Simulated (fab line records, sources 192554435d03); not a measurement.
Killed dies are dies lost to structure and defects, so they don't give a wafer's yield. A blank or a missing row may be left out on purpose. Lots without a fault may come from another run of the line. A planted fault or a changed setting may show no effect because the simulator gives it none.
Which tool did it? | flow n5_finfet | 15 lots, 43 wafers sampled, at 6 steps of a route of 1938

WHAT THE GAUGES READ, wafer by wafer
N5_GATE_CUT_CD_MEAS_13: target cd 20 nm. Usual: cd_nm 19.94 nm, standard deviation 0.23.
lot  | measured     | on        | cd_nm (nm)        | flag
L655 | day 4 17:54  | cd_sem-01 | 19.34 19.94 19.89 |
L657 | day 5 01:14  | cd_sem-02 | 20.10 20.22 20.04 |
L659 | day 5 14:34  | cd_sem-02 | 19.89 19.46 20.10 |
L658 | day 5 16:07  | cd_sem-02 | 20.07 19.80 20.06 |
L661 | day 6 02:38  | cd_sem-01 | 19.94 19.97 19.56 |
L662 | day 6 08:36  | cd_sem-01 | 20.65 20.41 20.00 |
L663 | day 6 13:17  | cd_sem-02 | 20.22 19.69 19.87 |
L664 | day 6 21:02  | cd_sem-01 | 19.85 19.97 19.88 |
L665 | day 7 02:47  | cd_sem-02 | 20.14 19.98 19.90 |
L666 | day 7 09:47  | cd_sem-01 | 20.01 19.92 20.17 |
L667 | day 7 12:02  | cd_sem-02 | 20.23 20.38 20.24 |
L669 | day 8 00:05  | cd_sem-01 | 20.25 19.83 19.72 |
L676 | day 9 20:02  | cd_sem-02 | 20.14 17.73       | OFF
L677 | day 10 01:59 | cd_sem-01 | 17.61 19.54 19.50 | OFF
L678 | day 10 08:34 | cd_sem-01 | 19.94 17.57       | OFF

N5_BEOL_M4_RC_MEAS_101. Usual: DIBL_N 36.3 mV/V, standard deviation 1.2; DIBL_P 36.3 mV/V, standard deviation 1.4; IOFF_N 0.157 nA/um, standard deviation 0.02; IOFF_P 0.22 nA/um, standard deviation 0.033; ION_N 675 uA/um, standard deviation 9.6; ION_P 465 uA/um, standard deviation 8.2; SS_N 71.4 mV/dec, standard deviation 0.45; SS_P 73.3 mV/dec, standard deviation 0.54; VT_N 249.8 mV, standard deviation 2.5; VT_P -249 mV, standard deviation 3.2.
lot  | measured     | on        | DIBL_N (mV/V)  | DIBL_P (mV/V)  | IOFF_N (nA/um)    | IOFF_P (nA/um) | ION_N (uA/um) | ION_P (uA/um) | SS_N (mV/dec)  | SS_P (mV/dec)  | VT_N (mV)         | VT_P (mV)      | flag
L655 | day 8 02:21  | prober-01 | 37.2 36.6 35.3 | 38.5 37.3 36.4 | 0.169 0.150 0.137 | 0.23 0.21 0.20 | 681 676 661   | 466 467 457   | 71.4 71.6 71.5 | 72.8 72.7 73.0 | 246.2 249.8 251.9 | -249 -251 -252 |
L657 | day 8 19:53  | prober-01 | 34.6 35.1 35.3 | 34.8 34.9 35.1 | 0.128 0.132 0.137 | 0.16 0.17 0.17 | 665 662 668   | 455 453 455   | 71.2 71.7 71.2 | 72.0 72.3 71.9 | 251.3 251.7 253.9 | -256 -253 -254 |
L659 | day 9 17:05  | prober-01 | 36.7 36.6 36.4 | 36.7 36.2 36.4 | 0.185 0.163 0.179 | 0.25 0.23 0.25 | 695 679 695   | 475 466 477   | 72.2 71.9 71.0 | 73.9 72.6 72.6 | 247.5 250.2 246.5 | -249 -249 -246 |
L658 | day 9 23:38  | prober-01 | 36.5 37.5 36.6 | 35.2 37.4 34.6 | 0.145 0.176 0.138 | 0.20 0.24 0.19 | 677 690 674   | 465 477 460   | 71.7 71.7 71.2 | 73.1 73.4 73.4 | 253.5 246.0 252.7 | -251 -247 -251 |
L661 | day 10 18:52 | prober-01 | 36.2 37.5 36.2 | 35.5 37.2 35.9 | 0.137 0.155 0.140 | 0.18 0.21 0.18 | 668 684 673   | 456 468 459   | 71.4 71.9 71.1 | 73.1 73.3 72.8 | 252.1 253.2 251.5 | -252 -252 -253 |
L662 | day 10 18:29 | prober-02 | 37.6 35.8 35.3 | 37.5 34.8 34.3 | 0.184 0.135 0.135 | 0.22 0.17 0.17 | 686 662 664   | 470 449 458   | 71.3 71.1 71.0 | 73.1 72.5 72.0 | 244.6 250.2 251.1 | -247 -251 -251 |
L663 | day 11 08:04 | prober-01 | 37.8 37.8 37.6 | 36.3 36.7 35.7 | 0.164 0.176 0.170 | 0.23 0.25 0.23 | 671 688 684   | 462 474 472   | 72.0 71.1 71.6 | 73.7 73.4 73.5 | 251.0 247.2 248.2 | -246 -245 -247 |
L664 | day 10 16:16 | prober-01 | 34.2 34.5 35.3 | 35.7 36.1 37.5 | 0.151 0.159 0.177 | 0.23 0.23 0.26 | 686 670 692   | 468 470 475   | 71.2 71.8 71.6 | 72.6 72.4 72.8 | 248.1 245.6 247.1 | -247 -248 -246 |
L665 | day 11 11:13 | prober-02 | 37.4 36.9 37.3 | 35.5 35.0 35.6 | 0.168 0.162 0.174 | 0.23 0.21 0.23 | 683 680 682   | 466 466 465   | 70.9 71.2 71.6 | 73.8 73.2 73.8 | 249.0 248.9 250.0 | -249 -247 -247 |
L666 | day 11 23:50 | prober-01 | 37.4 36.5 36.8 | 38.4 36.9 36.2 | 0.177 0.157 0.153 | 0.21 0.18 0.18 | 680 669 665   | 462 459 451   | 72.0 71.7 72.0 | 73.6 73.1 73.3 | 248.5 249.4 250.3 | -253 -253 -254 |
L667 | day 12 05:26 | prober-01 | 37.2 35.8 36.2 | 37.3 36.4 36.6 | 0.182 0.173 0.173 | 0.25 0.24 0.23 | 680 680 677   | 475 472 465   | 71.3 71.3 71.1 | 73.5 73.9 72.8 | 248.5 249.2 247.7 | -246 -245 -246 |
L669 | day 12 12:53 | prober-02 | 37.1 36.4 34.7 | 37.0 36.4 34.0 | 0.156 0.154 0.120 | 0.22 0.21 0.18 | 666 671 660   | 459 457 453   | 71.4 72.1 70.6 | 74.0 73.0 73.4 | 250.1 252.0 254.0 | -249 -251 -253 |
L676 | day 14 03:20 | prober-02 | 37.2           | 37.3           | 0.186             | 0.26           | 691           | 481           | 71.4           | 74.0           | 247.1             | -246           |
L677 | day 13 19:31 | prober-01 | 37.4 36.5      | 37.9 36.6      | 0.182 0.170       | 0.28 0.26      | 675 667       | 473 464       | 71.5 71.8      | 74.0 73.9      | 246.1 247.4       | -245 -246      |
L678 | day 14 19:49 | prober-02 | 38.2           | 39.2           | 0.187             | 0.29           | 688           | 471           | 71.6           | 74.1           | 249.0             | -242           |

WHICH TOOL RAN EACH LOT (tool, then ch and the chambers of the sampled wafers, then the start)
lot  | N5_HKMG_FIN_W_FILL_22        | N5_HKMG_FIN_CMP_23           | N5_HKMG_FIN_CMP_94           | N5_GATE_CUT_EXPOSE_10
L655 | cvd_w-01 ch 0,1, day 4 13:08 | cmp-02 ch 0,3, day 4 13:14   | cmp-02 ch 0,3, day 4 13:43   | euv_scanner-01 ch 0, day 4 17:46
L657 | cvd_w-02 ch 0,1, day 4 20:21 | cmp-02 ch 0,1,2, day 4 20:28 | cmp-02 ch 0,1,2, day 4 20:56 | euv_scanner-01 ch 0, day 5 01:07
L659 | cvd_w-02 ch 1, day 5 09:27   | cmp-01 ch 0,3, day 5 09:34   | cmp-01 ch 0,3, day 5 10:03   | euv_scanner-02 ch 0, day 5 14:26
L658 | cvd_w-01 ch 0,1, day 5 11:21 | cmp-03 ch 0,1,3, day 5 11:37 | cmp-03 ch 0,1,3, day 5 12:00 | euv_scanner-02 ch 0, day 5 15:59
L661 | cvd_w-02 ch 0,1, day 5 22:14 | cmp-03 ch 1,3, day 5 22:20   | cmp-03 ch 1,3, day 5 22:49   | euv_scanner-02 ch 0, day 6 02:30
L662 | cvd_w-01 ch 0,1, day 6 03:54 | cmp-02 ch 0,1,2, day 6 04:13 | cmp-02 ch 0,1,2, day 6 04:36 | euv_scanner-01 ch 0, day 6 08:28
L663 | cvd_w-01 ch 0,1, day 6 08:32 | cmp-03 ch 1,3, day 6 08:49   | cmp-03 ch 1,3, day 6 09:15   | euv_scanner-02 ch 0, day 6 13:10
L664 | cvd_w-02 ch 0,1, day 6 16:26 | cmp-02 ch 0,1,2, day 6 16:43 | cmp-02 ch 0,1,2, day 6 17:05 | euv_scanner-02 ch 0, day 6 20:53
L665 | cvd_w-01 ch 0,1, day 6 21:56 | cmp-02 ch 0,3, day 6 22:07   | cmp-02 ch 0,3, day 6 22:33   | euv_scanner-02 ch 0, day 7 02:39
L666 | cvd_w-01 ch 1, day 7 05:21   | cmp-02 ch 0,3, day 7 05:34   | cmp-02 ch 0,3, day 7 05:59   | euv_scanner-02 ch 0, day 7 09:39
L667 | cvd_w-02 ch 0,1, day 7 07:03 | cmp-01 ch 1,2,3, day 7 07:10 | cmp-01 ch 1,2,3, day 7 07:38 | euv_scanner-01 ch 0, day 7 11:54
L669 | cvd_w-02 ch 0,1, day 7 19:31 | cmp-01 ch 0,1,3, day 7 19:38 | cmp-01 ch 0,1,3, day 7 20:07 | euv_scanner-01 ch 0, day 7 23:57
L676 | cvd_w-01 ch 0, day 9 15:12   | cmp-02 ch 1,3, day 9 15:27   | cmp-02 ch 1,3, day 9 15:50   | euv_scanner-02 ch 0, day 9 19:55
L677 | cvd_w-01 ch 0,1, day 9 21:35 | cmp-01 ch 2,3, day 9 21:41   | cmp-01 ch 2,3, day 9 22:10   | euv_scanner-02 ch 0, day 10 01:51
L678 | cvd_w-01 ch 0, day 10 03:31  | cmp-03 ch 1,3, day 10 03:47  | cmp-03 ch 1,3, day 10 04:10  | euv_scanner-02 ch 0, day 10 08:26
- N5_HKMG_FIN_W_FILL_22: material W, target thk 60 nm, time 18.2 s.
- N5_HKMG_FIN_CMP_23: polishes, stops on SiNx, t overpolish 10 s, target thk 46.326 nm.
- N5_HKMG_FIN_CMP_94: polishes, stops on SiNx, t overpolish 4.7 s, target thk 43.299 nm.
- N5_GATE_CUT_EXPOSE_10: exposes mask GATE CUT, target cd 20 nm.

WHAT THE TOOLS THEMSELVES READ (means of the sampled wafers that have a number; where no wafer has one, the mark that the record gives instead)
N5_HKMG_FIN_W_FILL_22. Usual: heater_power_w 810 W, standard deviation 78; susceptor_temp_C 400.00 C, standard deviation 0.22; throttle_valve_pct 19.9 %, standard deviation 1.3.
lot  | tool     | heater_power_w (W) | susceptor_temp_C (C) | throttle_valve_pct (%) | flag
L655 | cvd_w-01 | 775                | 399.98               | 18.7                   |
L657 | cvd_w-02 | 901                | 399.82               | 21.5                   |
L659 | cvd_w-02 | 874                | 399.94               | 21.4                   |
L658 | cvd_w-01 | 772                | 399.95               | 18.7                   |
L661 | cvd_w-02 | 906                | 400.08               | 21.7                   |
L662 | cvd_w-01 | 772                | 399.97               | 18.7                   |
L663 | cvd_w-01 | 745                | 400.15               | 19.2                   |
L664 | cvd_w-02 | 902                | 399.88               | 21.6                   |
L665 | cvd_w-01 | 777                | 400.16               | 18.8                   |
L666 | cvd_w-01 | 734                | 399.93               | 19.2                   |
L667 | cvd_w-02 | 919                | 399.96               | 21.8                   |
L669 | cvd_w-02 | 897                | 399.81               | 21.8                   |
L676 | cvd_w-01 | 798                | 400.09               | 18.8                   |
L677 | cvd_w-01 | 776                | 399.88               | 18.9                   |
L678 | cvd_w-01 | 814                | 399.77               | 18.6                   |

N5_HKMG_FIN_CMP_23. Usual: edge_zone_pressure_frac 1.000, standard deviation 0.0053; head_pressure_psi 4.000 psi, standard deviation 0.008; motor_current_A 11.9 A, standard deviation 1.8; overpolish_run_s 10.000 s, standard deviation 0.0098; pad_life_wafers 1013, standard deviation 560; time_to_endpoint_s 12.3 s, standard deviation 1.7.
lot  | tool   | edge_zone_pressure_frac | head_pressure_psi (psi) | motor_current_A (A) | overpolish_run_s (s) | pad_life_wafers | time_to_endpoint_s (s) | flag
L655 | cmp-02 | 0.997                   | 4.002                   | 11.3                | 10.002               | 696             | 13.3                   |
L657 | cmp-02 | 1.001                   | 4.000                   | 12.8                | 10.000               | 763             | 12.8                   |
L659 | cmp-01 | 0.998                   | 4.001                   | 10.7                | 10.006               | 168             | 12.7                   |
L658 | cmp-03 | 1.001                   | 4.004                   | 12.2                | 9.996                | 1916            | 11.3                   |
L661 | cmp-03 | 0.998                   | 4.003                   | 13.9                | 10.005               | 1999            | 14.2                   |
L662 | cmp-02 | 1.003                   | 3.994                   | 13.3                | 10.001               | 1010            | 11.0                   |
L663 | cmp-03 | 1.003                   | 3.999                   | 13.9                | 9.994                | 2102            | 13.0                   |
L664 | cmp-02 | 0.999                   | 3.994                   | 12.6                | 9.995                | 1130            | 13.6                   |
L665 | cmp-02 | 1.003                   | 4.001                   | 11.0                | 9.999                | 1184            | 14.9                   |
L666 | cmp-02 | 1.000                   | 3.992                   | 10.7                | 10.005               | 1237            | 11.5                   |
L667 | cmp-01 | 1.000                   | 4.004                   | 12.1                | 9.992                | 536             | 12.6                   |
L669 | cmp-01 | 0.996                   | 3.992                   | 11.4                | 10.003               | 619             | 13.0                   |
L676 | cmp-02 | 1.004                   | 4.006                   | 12.8                | 9.994                | 1706            | 12.5                   |
L677 | cmp-01 | 1.000                   | 3.998                   | 12.2                | 9.998                | 1026            | 10.3                   |
L678 | cmp-03 | 1.003                   | 4.005                   | 14.2                | 9.991                | 560             | 10.6                   |

N5_HKMG_FIN_CMP_94. Usual: edge_zone_pressure_frac 1.001, standard deviation 0.005; head_pressure_psi 4.000 psi, standard deviation 0.009; motor_current_A 11.9 A, standard deviation 1.9; pad_life_wafers 1019, standard deviation 560.
lot  | tool   | edge_zone_pressure_frac | head_pressure_psi (psi) | motor_current_A (A) | pad_life_wafers | flag
L655 | cmp-02 | 1.006                   | 4.003                   | 11.1                | 702             |
L657 | cmp-02 | 1.003                   | 4.000                   | 12.4                | 769             |
L659 | cmp-01 | 1.003                   | 4.014                   | 10.7                | 174             |
L658 | cmp-03 | 1.002                   | 4.004                   | 12.6                | 1922            |
L661 | cmp-03 | 1.009                   | 3.999                   | 14.1                | 2005            |
L662 | cmp-02 | 1.002                   | 3.992                   | 12.5                | 1016            |
L663 | cmp-03 | 1.002                   | 4.002                   | 14.2                | 2108            |
L664 | cmp-02 | 0.999                   | 4.003                   | 13.0                | 1136            |
L665 | cmp-02 | 1.003                   | 4.000                   | 10.9                | 1190            |
L666 | cmp-02 | 0.997                   | 3.991                   | 10.3                | 1243            |
L667 | cmp-01 | 1.003                   | 4.003                   | 12.6                | 542             |
L669 | cmp-01 | 1.001                   | 4.001                   | 11.1                | 625             |
L676 | cmp-02 | 1.000                   | 3.998                   | 13.1                | 1712            |
L677 | cmp-01 | 1.003                   | 3.996                   | 12.2                | 1032            |
L678 | cmp-03 | 1.000                   | 4.000                   | 13.8                | 566             |

THE ANSWER, worked out from the rows above alone
Rule: a lot is off if the mean of its wafers that have a number lies more than 3 standard deviations from the usual mean. A lot without any number at a reading at which 4 lots or more have one is off too. The other lots that the step has rows for count as sound. The gauges are gone through in route order, then the tools' own readings, and for those a lot's mean is taken as printed above. The first step at which some lot is off is used, and at that step the reading that is off furthest; a lot without a number counts as furthest.
Off: L676, L677, L678, at N5_GATE_CUT_CD_MEAS_13 (cd_nm).
A tool fits if, at a process step before that reading, it ran every lot that is off, and no sound lot after the first of them. The gauges at N5_GATE_CUT_CD_MEAS_13 are tried like those tools. Can't be told from this: 2 tools fit, cvd_w-01 at N5_HKMG_FIN_W_FILL_22, euv_scanner-02 at N5_GATE_CUT_EXPOSE_10.

WHAT THE SIMULATOR HAD PUT IN
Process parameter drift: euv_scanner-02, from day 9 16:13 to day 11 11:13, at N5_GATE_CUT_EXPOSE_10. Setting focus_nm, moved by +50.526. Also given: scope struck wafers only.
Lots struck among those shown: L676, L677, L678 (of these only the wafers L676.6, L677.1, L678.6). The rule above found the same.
